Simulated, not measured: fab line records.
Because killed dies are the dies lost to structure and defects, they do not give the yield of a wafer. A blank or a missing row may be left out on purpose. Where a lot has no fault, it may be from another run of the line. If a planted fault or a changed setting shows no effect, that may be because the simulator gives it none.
Which of the tools did it? / flow n5_finfet / Sampling: 11 lots, 32 wafers, 5 of 1938 route steps

## WHAT THE GAUGES SHOWED, per wafer
N5_BEOL_M4_RC_MEAS_101. Usual: DIBL_N 35.7 mV/V, standard deviation 1.5; DIBL_P 35.7 mV/V, standard deviation 2; IOFF_N 0.155 nA/um, standard deviation 0.026; IOFF_P 0.20 nA/um, standard deviation 0.031; ION_N 675 uA/um, standard deviation 11; ION_P 462 uA/um, standard deviation 7.1; SS_N 71.3 mV/dec, standard deviation 0.57; SS_P 73.1 mV/dec, standard deviation 0.56; VT_N 250 mV, standard deviation 3; VT_P -251 mV, standard deviation 3.
lot=L193; measured=day 8 07:52; on=prober-02; DIBL_N (mV/V)=36.7 37.2 35.3; DIBL_P (mV/V)=36.3 36.8 34.4; IOFF_N (nA/um)=0.153 0.171 0.142; IOFF_P (nA/um)=0.21 0.23 0.18; ION_N (uA/um)=667 673 666; ION_P (uA/um)=459 459 461; SS_N (mV/dec)=71.6 71.7 71.2; SS_P (mV/dec)=72.7 73.6 72.6; VT_N (mV)=251 250 252; VT_P (mV)=-252 -249 -251; flag=
lot=L194; measured=day 8 17:17; on=prober-01; DIBL_N (mV/V)=37.9 37.5 35.9; DIBL_P (mV/V)=38.4 37.2 36.3; IOFF_N (nA/um)=0.208 0.182 0.166; IOFF_P (nA/um)=0.24 0.23 0.22; ION_N (uA/um)=696 671 688; ION_P (uA/um)=472 461 474; SS_N (mV/dec)=72.1 71.8 70.9; SS_P (mV/dec)=73.4 73.3 73.4; VT_N (mV)=245 247 247; VT_P (mV)=-247 -248 -249; flag=
lot=L196; measured=day 9 03:11; on=prober-01; DIBL_N (mV/V)=33.4 34.5 38.2; DIBL_P (mV/V)=31.3 33.0 37.4; IOFF_N (nA/um)=0.106 0.128 0.184; IOFF_P (nA/um)=0.17 0.19 0.25; ION_N (uA/um)=662 681 683; ION_P (uA/um)=458 469 470; SS_N (mV/dec)=70.5 71.2 72.4; SS_P (mV/dec)=72.4 73.6 74.7; VT_N (mV)=255 252 248; VT_P (mV)=-253 -251 -248; flag=
lot=L202; measured=day 10 08:38; on=prober-01; DIBL_N (mV/V)=34.8 36.7 36.9; DIBL_P (mV/V)=33.6 35.2 35.2; IOFF_N (nA/um)=0.122 0.161 0.152; IOFF_P (nA/um)=0.17 0.18 0.19; ION_N (uA/um)=652 677 675; ION_P (uA/um)=450 459 450; SS_N (mV/dec)=71.1 71.2 71.0; SS_P (mV/dec)=73.1 73.7 72.9; VT_N (mV)=255 248 253; VT_P (mV)=-256 -256 -256; flag=
lot=L205; measured=day 11 12:53; on=prober-01; DIBL_N (mV/V)=35.4 34.8 34.9; DIBL_P (mV/V)=35.9 35.0 34.9; IOFF_N (nA/um)=0.176 0.153 0.155; IOFF_P (nA/um)=0.23 0.21 0.21; ION_N (uA/um)=693 682 678; ION_P (uA/um)=478 471 470; SS_N (mV/dec)=71.7 70.9 70.7; SS_P (mV/dec)=73.7 73.1 73.3; VT_N (mV)=246 249 248; VT_P (mV)=-247 -248 -250; flag=
lot=L207; measured=day 12 03:38; on=prober-02; DIBL_N (mV/V)=34.9 35.6 35.3; DIBL_P (mV/V)=35.7 35.3 36.2; IOFF_N (nA/um)=0.146 0.153 0.148; IOFF_P (nA/um)=0.18 0.18 0.20; ION_N (uA/um)=680 667 676; ION_P (uA/um)=461 459 465; SS_N (mV/dec)=70.7 70.9 70.3; SS_P (mV/dec)=72.8 73.2 73.6; VT_N (mV)=249 250 250; VT_P (mV)=-250 -250 -252; flag=
lot=L210; measured=day 12 03:52; on=prober-01; DIBL_N (mV/V)=35.5 37.5 35.3; DIBL_P (mV/V)=35.8 39.5 35.7; IOFF_N (nA/um)=0.158 0.209 0.144; IOFF_P (nA/um)=0.20 0.26 0.20; ION_N (uA/um)=681 700 661; ION_P (uA/um)=464 476 460; SS_N (mV/dec)=70.7 71.8 71.2; SS_P (mV/dec)=73.1 73.2 72.8; VT_N (mV)=246 242 249; VT_P (mV)=-251 -247 -250; flag=
lot=L209; measured=day 12 13:44; on=prober-01; DIBL_N (mV/V)=36.7 37.4 37.1; DIBL_P (mV/V)=36.3 37.0 36.7; IOFF_N (nA/um)=0.157 0.171 0.169; IOFF_P (nA/um)=0.21 0.23 0.23; ION_N (uA/um)=682 683 677; ION_P (uA/um)=472 469 467; SS_N (mV/dec)=72.4 72.5 71.9; SS_P (mV/dec)=72.9 73.6 73.5; VT_N (mV)=248 248 246; VT_P (mV)=-248 -247 -247; flag=
lot=L214; measured=day 14 00:05; on=prober-02; DIBL_N (mV/V)=31.0 36.2 37.6; DIBL_P (mV/V)=29.9 35.2 38.5; IOFF_N (nA/um)=0.093 0.162 0.201; IOFF_P (nA/um)=0.14 0.20 0.26; ION_N (uA/um)=657 678 679; ION_P (uA/um)=459 460 464; SS_N (mV/dec)=69.6 71.8 71.5; SS_P (mV/dec)=71.6 73.4 73.3; VT_N (mV)=255 248 249; VT_P (mV)=-254 -250 -248; flag=
lot=L215; measured=day 14 00:10; on=prober-01; DIBL_N (mV/V)=36.4 37.0; DIBL_P (mV/V)=38.0 39.4; IOFF_N (nA/um)=0.163 0.172; IOFF_P (nA/um)=0.20 0.22; ION_N (uA/um)=666 676; ION_P (uA/um)=459 464; SS_N (mV/dec)=71.1 71.1; SS_P (mV/dec)=73.1 73.1; VT_N (mV)=246 249; VT_P (mV)=-252 -251; flag=
lot=L216; measured=day 14 08:04; on=prober-02; DIBL_N (mV/V)=36.7 37.4 35.5; DIBL_P (mV/V)=38.3 38.4 37.9; IOFF_N (nA/um)=0.173 0.189 0.159; IOFF_P (nA/um)=0.21 0.22 0.21; ION_N (uA/um)=680 674 683; ION_P (uA/um)=466 461 462; SS_N (mV/dec)=72.6 71.5 72.3; SS_P (mV/dec)=73.2 73.3 72.8; VT_N (mV)=247 246 249; VT_P (mV)=-251 -251 -250; flag=

N5_PASSIVATION_OVL_MEAS_60. Usual: for TV_OVL the level is -1 nm and the standard deviation is 5.2.
lot=L193; measured=day 12 17:07; on=overlay-02; TV_OVL (nm)=-4 -9 -3; flag=
lot=L194; measured=day 13 07:50; on=overlay-01; TV_OVL (nm)=3 0 -1; flag=
lot=L196; measured=day 13 13:55; on=overlay-02; TV_OVL (nm)=-5 -5 1; flag=
lot=L202; measured=day 14 04:46; on=overlay-01; TV_OVL (nm)=-5 0 -1; flag=
lot=L205; measured=day 15 21:28; on=overlay-01; TV_OVL (nm)=-9 -1 -5; flag=
lot=L207; measured=day 16 19:11; on=overlay-01; TV_OVL (nm)=6 5 7; flag=
lot=L210; measured=day 16 19:20; on=overlay-02; TV_OVL (nm)=-2 -1 -2; flag=
lot=L209; measured=day 16 18:35; on=overlay-01; TV_OVL (nm)=0 0 -2; flag=
lot=L214; measured=day 18 02:53; on=overlay-01; TV_OVL (nm)=2 1 -1; flag=
lot=L215; measured=day 18 09:55; on=overlay-02; TV_OVL (nm)=-1 -9; flag=
lot=L216; measured=day 18 14:47; on=overlay-01; TV_OVL (nm)=-3 -9 -6; flag=

N5_PASSIVATION_OVL_MEAS_66. Usual: for PASS_OPEN_OVL the level is -1 nm and the standard deviation is 5.8.
lot=L193; measured=day 12 21:00; on=overlay-02; PASS_OPEN_OVL (nm)=-13 -8 -6; flag=
lot=L194; measured=day 13 11:11; on=overlay-02; PASS_OPEN_OVL (nm)=-6 -4 4; flag=
lot=L196; measured=day 13 18:26; on=overlay-02; PASS_OPEN_OVL (nm)=2 -2 -11; flag=
lot=L202; measured=day 14 08:29; on=overlay-02; PASS_OPEN_OVL (nm)=-10 -9 -11; flag=
lot=L205; measured=day 16 01:21; on=overlay-01; PASS_OPEN_OVL (nm)=-16 -13 -13; flag=
lot=L207; measured=day 16 23:16; on=overlay-01; PASS_OPEN_OVL (nm)=-1 -1 3; flag=
lot=L210; measured=day 16 23:28; on=overlay-02; PASS_OPEN_OVL (nm)=-8 -9 -12; flag=
lot=L209; measured=day 16 22:09; on=overlay-02; PASS_OPEN_OVL (nm)=-2 -1 -2; flag=
lot=L214; measured=day 18 06:50; on=overlay-02; PASS_OPEN_OVL (nm)=6 6 2; flag=
lot=L215; measured=day 18 14:23; on=overlay-01; PASS_OPEN_OVL (nm)=2 7; flag=
lot=L216; measured=day 18 18:50; on=overlay-02; PASS_OPEN_OVL (nm)=11 2 6; flag=

## EACH LOT AND THE TOOL THAT RAN IT (in order: tool; ch and the chambers of the sampled wafers; start)
lot=L193; N5_PASSIVATION_PECVD_01=pecvd-04 ch 0,1, day 12 15:53; N5_PASSIVATION_PRE_CLEAN_19=pvd_sputter-03, day 12 18:34
lot=L194; N5_PASSIVATION_PECVD_01=pecvd-03 ch 0,2, day 13 06:49; N5_PASSIVATION_PRE_CLEAN_19=pvd_sputter-01, day 13 08:31
lot=L196; N5_PASSIVATION_PECVD_01=pecvd-04 ch 1,2, day 13 11:25; N5_PASSIVATION_PRE_CLEAN_19=pvd_sputter-03, day 13 15:44
lot=L202; N5_PASSIVATION_PECVD_01=pecvd-04 ch 0,1,2, day 14 02:53; N5_PASSIVATION_PRE_CLEAN_19=pvd_sputter-02, day 14 05:50
lot=L205; N5_PASSIVATION_PECVD_01=pecvd-01 ch 0,1, day 15 20:54; N5_PASSIVATION_PRE_CLEAN_19=pvd_sputter-02, day 15 22:13
lot=L207; N5_PASSIVATION_PECVD_01=pecvd-01 ch 0,1,2, day 16 16:58; N5_PASSIVATION_PRE_CLEAN_19=pvd_sputter-03, day 16 20:28
lot=L210; N5_PASSIVATION_PECVD_01=pecvd-03 ch 0,1, day 16 17:40; N5_PASSIVATION_PRE_CLEAN_19=pvd_sputter-02, day 16 20:34
lot=L209; N5_PASSIVATION_PECVD_01=pecvd-03 ch 1,2, day 16 17:20; N5_PASSIVATION_PRE_CLEAN_19=pvd_sputter-03, day 16 19:32
lot=L214; N5_PASSIVATION_PECVD_01=pecvd-01 ch 0,2, day 18 01:15; N5_PASSIVATION_PRE_CLEAN_19=pvd_sputter-03, day 18 04:02
lot=L215; N5_PASSIVATION_PECVD_01=pecvd-03 ch 0,1, day 18 07:26; N5_PASSIVATION_PRE_CLEAN_19=pvd_sputter-02, day 18 11:20
lot=L216; N5_PASSIVATION_PECVD_01=pecvd-01 ch 0,1,2, day 18 13:46; N5_PASSIVATION_PRE_CLEAN_19=pvd_sputter-02, day 18 16:17
- N5_PASSIVATION_PECVD_01: deposits SiNx from SiH4/NH3/N2, target thk 200 nm, time 43.2 s.
- N5_PASSIVATION_PRE_CLEAN_19

## WHAT THE TOOLS THEMSELVES READ (means of the sampled wafers that have a number; where no wafer has one, the mark that the record gives instead)
N5_PASSIVATION_PECVD_01. Usual: heater_power_w 357 W, standard deviation 120; rf_fwd_power_W 1390 W, standard deviation 5.4; showerhead_plenum_p_Torr 8.65 Torr, standard deviation 0.068; throttle_valve_pct 29.7 %, standard deviation 2.1.
lot=L193; tool=pecvd-04; heater_power_w (W)=441; rf_fwd_power_W (W)=1392; showerhead_plenum_p_Torr (Torr)=8.66; throttle_valve_pct (%)=30.0; flag=
lot=L194; tool=pecvd-03; heater_power_w (W)=335; rf_fwd_power_W (W)=1391; showerhead_plenum_p_Torr (Torr)=8.71; throttle_valve_pct (%)=28.7; flag=
lot=L196; tool=pecvd-04; heater_power_w (W)=353; rf_fwd_power_W (W)=1393; showerhead_plenum_p_Torr (Torr)=8.64; throttle_valve_pct (%)=27.5; flag=
lot=L202; tool=pecvd-04; heater_power_w (W)=419; rf_fwd_power_W (W)=1396; showerhead_plenum_p_Torr (Torr)=8.65; throttle_valve_pct (%)=28.8; flag=
lot=L205; tool=pecvd-01; heater_power_w (W)=372; rf_fwd_power_W (W)=1387; showerhead_plenum_p_Torr (Torr)=8.58; throttle_valve_pct (%)=30.6; flag=
lot=L207; tool=pecvd-01; heater_power_w (W)=345; rf_fwd_power_W (W)=1386; showerhead_plenum_p_Torr (Torr)=8.67; throttle_valve_pct (%)=30.7; flag=
lot=L210; tool=pecvd-03; heater_power_w (W)=257; rf_fwd_power_W (W)=1389; showerhead_plenum_p_Torr (Torr)=8.65; throttle_valve_pct (%)=29.4; flag=
lot=L209; tool=pecvd-03; heater_power_w (W)=216; rf_fwd_power_W (W)=1392; showerhead_plenum_p_Torr (Torr)=8.67; throttle_valve_pct (%)=28.3; flag=
lot=L214; tool=pecvd-01; heater_power_w (W)=370; rf_fwd_power_W (W)=1389; showerhead_plenum_p_Torr (Torr)=8.72; throttle_valve_pct (%)=29.6; flag=
lot=L215; tool=pecvd-03; heater_power_w (W)=362; rf_fwd_power_W (W)=1392; showerhead_plenum_p_Torr (Torr)=8.62; throttle_valve_pct (%)=29.8; flag=
lot=L216; tool=pecvd-01; heater_power_w (W)=389; rf_fwd_power_W (W)=1386; showerhead_plenum_p_Torr (Torr)=8.66; throttle_valve_pct (%)=31.1; flag=

N5_PASSIVATION_PRE_CLEAN_19. Usual: heater_power_w at 459 W, with a standard deviation of 58.
lot=L193; tool=pvd_sputter-03; heater_power_w (W)=451; flag=
lot=L194; tool=pvd_sputter-01; heater_power_w (W)=435; flag=
lot=L196; tool=pvd_sputter-03; heater_power_w (W)=480; flag=
lot=L202; tool=pvd_sputter-02; heater_power_w (W)=437; flag=
lot=L205; tool=pvd_sputter-02; heater_power_w (W)=428; flag=
lot=L207; tool=pvd_sputter-03; heater_power_w (W)=474; flag=
lot=L210; tool=pvd_sputter-02; heater_power_w (W)=483; flag=
lot=L209; tool=pvd_sputter-03; heater_power_w (W)=495; flag=
lot=L214; tool=pvd_sputter-03; heater_power_w (W)=490; flag=
lot=L215; tool=pvd_sputter-02; heater_power_w (W)=496; flag=
lot=L216; tool=pvd_sputter-02; heater_power_w (W)=479; flag=

## THE ANSWER, worked out from the rows above alone
Rule: take the mean of a lot's wafers that have a number; if it is more than 3 standard deviations from the usual mean, the lot is off. Also off: a lot with no number at a reading for which 4 or more lots have one. Where the step has rows for the other lots, those lots are counted as sound. The gauges are gone through in route order, then the tools' own readings, and for those a lot's mean is taken as printed above. The first step at which some lot is off is used, and at that step the reading that is off furthest; a lot without a number counts as furthest.
None of the lots is off at any reading shown; this tells nothing.

## WHAT THE SIMULATOR HAD PUT IN
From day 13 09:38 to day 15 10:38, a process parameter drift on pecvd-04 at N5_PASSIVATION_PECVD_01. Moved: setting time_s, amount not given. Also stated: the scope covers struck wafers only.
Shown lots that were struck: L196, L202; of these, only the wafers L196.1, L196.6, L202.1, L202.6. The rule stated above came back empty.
